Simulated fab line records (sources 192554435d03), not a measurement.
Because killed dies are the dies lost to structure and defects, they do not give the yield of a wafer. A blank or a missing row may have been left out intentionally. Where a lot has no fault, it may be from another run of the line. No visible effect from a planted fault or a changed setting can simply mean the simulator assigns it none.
The tool behind it: which one? ; flow n5-finfet ; 9 lots with 27 wafers sampled at 5 steps, on a route of 1938 steps

## WHAT EACH GAUGE READ, for each wafer
N5_BEOL_M4_RC_MEAS_101. Usual: DIBL_N 35.8 mV/V, standard deviation 1.8; DIBL_P 35.6 mV/V, standard deviation 2; IOFF_N 0.148 nA/um, standard deviation 0.028; IOFF_P 0.20 nA/um, standard deviation 0.034; ION_N 672 uA/um, standard deviation 12; ION_P 462 uA/um, standard deviation 8.5; SS_N 71.2 mV/dec, standard deviation 0.65; SS_P 73.1 mV/dec, standard deviation 0.67; VT_N 251 mV, standard deviation 3.3; VT_P -251 mV, standard deviation 3.8.
lot;measured;on;DIBL_N (mV/V);DIBL_P (mV/V);IOFF_N (nA/um);IOFF_P (nA/um);ION_N (uA/um);ION_P (uA/um);SS_N (mV/dec);SS_P (mV/dec);VT_N (mV);VT_P (mV);flag
L381;day 8 00:16;prober-01;35.3 34.6 35.5;35.9 34.8 35.3;0.161 0.154 0.159;0.22 0.20 0.22;685 675 682;471 462 471;71.8 71.3 72.4;73.3 73.1 72.5;252 250 252;-248 -248 -248;
L382;day 9 00:37;prober-01;36.3 36.9 38.3;34.1 34.5 36.7;0.138 0.141 0.175;0.20 0.21 0.24;662 675 677;464 469 468;71.5 70.9 71.1;73.2 73.8 73.7;253 253 247;-248 -248 -248;
L383;day 9 07:14;prober-01;36.3 35.4 36.7;37.7 38.2 37.9;0.161 0.152 0.165;0.19 0.20 0.19;686 674 671;464 463 461;71.5 71.5 71.0;72.9 72.6 73.1;250 252 250;-256 -254 -256;
L384;day 9 04:34;prober-01;37.6 37.9 36.8;36.9 37.5 35.5;0.169 0.162 0.147;0.20 0.22 0.18;693 684 675;465 461 462;71.9 71.7 71.4;73.8 74.0 72.9;245 247 251;-252 -249 -254;
L390;day 10 15:32;prober-01;35.1 35.3 34.7;34.7 35.3 34.5;0.135 0.146 0.150;0.18 0.18 0.18;666 673 697;458 456 468;71.8 71.5 70.6;71.9 72.5 72.7;252 249 248;-251 -251 -251;
L391;day 11 02:08;prober-01;35.6 34.6 34.9;36.3 35.0 35.4;0.158 0.145 0.152;0.21 0.18 0.20;679 681 679;466 462 460;71.1 71.2 71.2;73.5 72.8 73.0;248 251 250;-252 -250 -249;
L394;day 11 22:08;prober-02;32.9 35.7 34.3;33.5 35.7 34.1;0.126 0.171 0.139;0.21 0.24 0.22;676 688 684;472 475 471;70.3 71.7 71.1;73.4 74.5 73.3;251 247 252;-248 -245 -244;
L396;day 12 00:12;prober-02;38.4 32.6 36.1;39.2 32.9 37.3;0.153 0.076 0.117;0.18 0.12 0.16;669 626 662;448 430 449;71.5 70.0 70.3;74.0 71.7 73.5;255 266 259;-254 -260 -257;
L400;day 13 02:19;prober-01;38.6 37.8 38.0;41.2 39.5 39.9;0.200 0.181 0.183;0.27 0.24 0.25;678 684 682;464 462 472;72.5 71.2 72.0;74.2 73.9 74.1;245 247 250;-247 -249 -247;

## EACH LOT AND THE TOOL THAT RAN IT (in order: tool; ch and the chambers of the sampled wafers; start)
lot;N5_ILD0_CMP_07;N5_SDB_ETCH_17;N5_SDB_ETCH_25;N5_SDB_CUT_ETCH_26
L381;cmp-04 ch 1,2, day 4 01:18;rie-diel-06 ch 0,1,2, day 4 05:51;rie-diel-03 ch 0,1,3, day 4 06:27;rie-si-04 ch 0,1, day 4 06:32
L382;cmp-02 ch 0,1,2, day 4 09:25;rie-diel-05 ch 2,3, day 4 13:53;rie-diel-03 ch 0,1,3, day 4 14:22;rie-si-04 ch 1,2,3, day 4 14:28
L383;cmp-02 ch 0,2,3, day 4 15:33;rie-diel-05 ch 0,2, day 4 19:43;rie-diel-03 ch 0,1,2, day 4 20:14;rie-si-05 ch 0,1,2, day 4 20:19
L384;cmp-04 ch 0,2,3, day 4 22:35;rie-diel-05 ch 1,2,3, day 5 02:46;rie-diel-03 ch 0,2,3, day 5 03:16;rie-si-03 ch 0,3, day 5 03:21
L390;cmp-01 ch 0,2,3, day 6 09:15;rie-diel-05 ch 0,1,2, day 6 15:11;rie-diel-05 ch 0,1,2, day 6 15:40;rie-si-03 ch 0,1,3, day 6 15:45
L391;cmp-04 ch 0,2,3, day 6 14:38;rie-diel-05 ch 0,1,2, day 6 18:47;rie-diel-03 ch 0,3, day 6 19:38;rie-si-03 ch 0,1,3, day 6 19:43
L394;cmp-01 ch 1,2,3, day 7 08:26;rie-diel-06 ch 0,2,3, day 7 12:59;rie-diel-06 ch 0,3, day 7 14:13;rie-si-03 ch 0,1,2, day 7 14:17
L396;cmp-02 ch 0,1, day 7 19:16;rie-diel-05 ch 0,3, day 7 23:26;rie-diel-05 ch 0,2, day 8 00:07;rie-si-04 ch 1,2,3, day 8 00:12
L400;cmp-02 ch 0,3, day 8 20:17;rie-diel-06 ch 0,2, day 9 00:16;rie-diel-06 ch 2,3, day 9 00:46;rie-si-05 ch 1,2,3, day 9 00:51
- N5_ILD0_CMP_07: polishes SiO2 flowable, stops on poly-Si, t overpolish 1.18 s, target thk 138.88 nm.
- N5_SDB_ETCH_17: etches SiARC in CF4, target depth 23.4 nm, time 39 s.
- N5_SDB_ETCH_25: etches SiO2 in C4F6/O2, target depth 10 nm, time 3.3 s.
- N5_SDB_CUT_ETCH_26: etches Si in HBr/Cl2/O2, target depth 129.6 nm, bt time 20 s, time 51.8 s.

## AS READ BY THE TOOLS THEMSELVES (means over the sampled wafers that have a number; for cases with no such wafer, the mark the record gives instead)
N5_ILD0_CMP_07. Usual: edge-zone-pressure-frac 0.999, standard deviation 0.0049; motor-current-A 12.6 A, standard deviation 1.3; platen-rpm 51.79 rpm, standard deviation 0.034; slurry-flow-ml-min 150.0, standard deviation 0.52.
lot;tool;edge-zone-pressure-frac;motor-current-A (A);platen-rpm (rpm);slurry-flow-ml-min;flag
L381;cmp-04;1.004;11.5;51.79;149.9;
L382;cmp-02;1.003;12.9;51.79;150.4;
L383;cmp-02;0.999;12.0;51.82;150.3;
L384;cmp-04;0.999;12.5;51.79;150.7;
L390;cmp-01;1.000;12.8;51.80;149.6;
L391;cmp-04;1.002;13.0;51.83;150.1;
L394;cmp-01;0.997;12.8;51.79;149.9;
L396;cmp-02;1.001;13.4;51.77;150.1;
L400;cmp-02;1.004;12.1;51.79;150.2;

N5_SDB_ETCH_17. Usual: bias-w 35.99 W, standard deviation 0.11; drypump-motor-current-A 5.6 A, standard deviation 0.44; etch-rf-on-time-s 38.6 s, standard deviation 0.92; oes-product-au 0.66 a.u., standard deviation 0.07; rf-vpp-V 184.0 V, standard deviation 1.1; showerhead-plenum-p-Torr 2.13 Torr, standard deviation 0.062; throttle-valve-pct 15.61 %, standard deviation 0.2.
lot;tool;bias-w (W);drypump-motor-current-A (A);etch-rf-on-time-s (s);oes-product-au (a.u.);rf-vpp-V (V);showerhead-plenum-p-Torr (Torr);throttle-valve-pct (%);flag
L381;rie-diel-06;35.94;5.3;39.9;0.63;183.9;2.13;15.58;
L382;rie-diel-05;36.05;5.4;38.1;0.61;184.3;2.15;15.76;
L383;rie-diel-05;35.94;5.7;38.4;0.65;184.3;2.20;15.43;
L384;rie-diel-05;35.98;5.3;38.6;0.62;184.5;2.16;15.64;
L390;rie-diel-05;35.97;5.5;38.4;0.64;184.0;2.16;15.54;
L391;rie-diel-05;38.37;5.5;37.8;0.64;192.3;2.16;15.54;OFF
L394;rie-diel-06;35.95;5.7;40.2;0.60;182.9;2.09;15.72;
L396;rie-diel-05;38.38;5.4;37.4;0.75;192.1;2.11;15.61;OFF
L400;rie-diel-06;35.99;5.5;39.9;0.74;183.9;2.25;15.47;

N5_SDB_ETCH_25. Usual: bias-w 185.2 W, standard deviation 0.52; drypump-motor-current-A 5.7 A, standard deviation 0.43; oes-product-au 0.79 a.u., standard deviation 0.094; rf-vpp-V 668 V, standard deviation 12; showerhead-plenum-p-Torr 2.82 Torr, standard deviation 0.081; throttle-valve-pct 21.15 %, standard deviation 0.17.
lot;tool;bias-w (W);drypump-motor-current-A (A);oes-product-au (a.u.);rf-vpp-V (V);showerhead-plenum-p-Torr (Torr);throttle-valve-pct (%);flag
L381;rie-diel-03;185.3;5.7;0.85;674;2.83;21.24;
L382;rie-diel-03;185.4;5.7;0.84;675;2.83;21.24;
L383;rie-diel-03;185.1;5.9;0.77;672;2.81;21.27;
L384;rie-diel-03;185.2;6.0;0.86;666;2.77;21.14;
L390;rie-diel-05;185.3;5.5;0.74;665;2.88;21.10;
L391;rie-diel-03;185.4;5.9;0.86;665;2.78;21.19;
L394;rie-diel-06;185.2;5.5;0.71;678;2.86;21.27;
L396;rie-diel-05;184.6;5.7;0.74;672;2.91;21.03;
L400;rie-diel-06;185.2;5.9;0.87;659;2.91;20.93;

N5_SDB_CUT_ETCH_26. Usual: drypump-motor-current-A 5.7 A, standard deviation 0.4; oes-product-au 0.990 a.u., standard deviation 0.02; throttle-valve-pct 37.00 %, standard deviation 0.22.
lot;tool;drypump-motor-current-A (A);oes-product-au (a.u.);throttle-valve-pct (%);flag
L381;rie-si-04;5.9;0.986;37.05;
L382;rie-si-04;5.9;0.991;37.13;
L383;rie-si-05;5.5;1.018;36.81;
L384;rie-si-03;5.6;0.992;36.77;
L390;rie-si-03;5.6;0.979;36.94;
L391;rie-si-03;5.6;0.976;36.92;
L394;rie-si-03;5.9;0.965;37.14;
L396;rie-si-04;5.9;0.987;37.12;
L400;rie-si-05;5.8;1.008;36.78;

## THE ANSWER, worked out from the rows above alone
Rule: lot off if the mean of its wafers having a number is beyond 3 standard deviations from the usual mean. A lot without any number at a reading at which 4 lots or more have one is off too. Where the step has rows for the other lots, those lots are counted as sound. The gauges are gone through in route order, then the tools' own readings, and for those a lot's mean is taken as printed above. At the first step where some lot is off, the reading lying furthest off is the one used; lots without a number count as furthest.
Off at N5_SDB_ETCH_17 (bias-w): L391, L396.
If a tool, at that step or one of the process steps before it, ran each lot that is off and ran no sound lot following the first of them, it fits. One fits: N5_SDB_ETCH_17 on rie-diel-05. A fault onset in the window from L390 (day 6 15:11, its last sound lot) to L391 (day 6 18:47, its first lot off) fits.
The tool's own readings at N5_SDB_ETCH_17 bear it out: on the lots that are off they differ by more than 5 times the standard deviation of the sound lots' means. bias-w reads 38.38 W there against 35.97 W on the sound lots; rf-vpp-V reads 192.2 V there against 184.0 V on the sound lots.

## WHAT THE SIMULATOR HAD INSERTED
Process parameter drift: rie-diel-05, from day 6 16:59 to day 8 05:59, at N5_SDB_ETCH_17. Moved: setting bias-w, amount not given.
Struck lots among those shown: L391, L396. Same finding as the rule above.
